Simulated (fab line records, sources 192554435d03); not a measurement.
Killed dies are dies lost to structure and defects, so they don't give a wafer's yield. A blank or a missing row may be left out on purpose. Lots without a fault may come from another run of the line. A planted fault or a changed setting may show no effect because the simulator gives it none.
Chamber matching | flow n5_finfet | N5_BEOL_M4_PRE_CLEAN_60 on cvd_co-02: 3 sister chambers
The step time 15 s. 6 wafers are shown with their chamber, then 12 later ones without.

WAFERS WITH THEIR CHAMBER
wafer  | chamber | heater_power_w (W)
L082.1 | 0       | 114
L082.2 | 2       | 66
L084.4 | 2       | 66
L085.3 | 1       | 124
L085.5 | 1       | 123
L085.6 | 0       | 113

WAFERS WITHOUT THEIR CHAMBER
wafer  | heater_power_w (W)
L086.1 | 110
L086.2 | 68
L086.4 | 109
L088.1 | 121
L088.2 | 114
L088.4 | 111
L087.4 | 119
L087.5 | 111
L087.6 | 67
L090.1 | 122
L090.2 | 110
L090.4 | 68

WHICH CHAMBER EACH WENT THROUGH
wafer  | from the rows above     | in truth
L086.1 | 0                       | 0
L086.2 | 2                       | 2
L086.4 | 0                       | 0
L088.1 | 1                       | 1
L088.2 | 0                       | 0
L088.4 | 0                       | 0
L087.4 | can't be placed: 1 or 0 | 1
L087.5 | 0                       | 0
L087.6 | 2                       | 2
L090.1 | 1                       | 1
L090.2 | 0                       | 0
L090.4 | 2                       | 2
Placed correctly: 11 of 12. Can't be placed from these rows: 1 (the true chamber is among the candidates in 1). Placed wrongly: 0.
How it was worked out, from the rows above alone: a wafer's distance from a chamber is the root of the sum, over the readings, of the square of ((its reading less the chamber's mean) divided by the reading's scatter). The wafer belongs to the nearest chamber; if the next one is less than 2 further off, it can't be placed. A chamber's mean is the mean of its shown wafers. The scatter: the root of (the sum of the squares of (reading less its chamber's mean) over the shown wafers, divided by (wafers less chambers)).
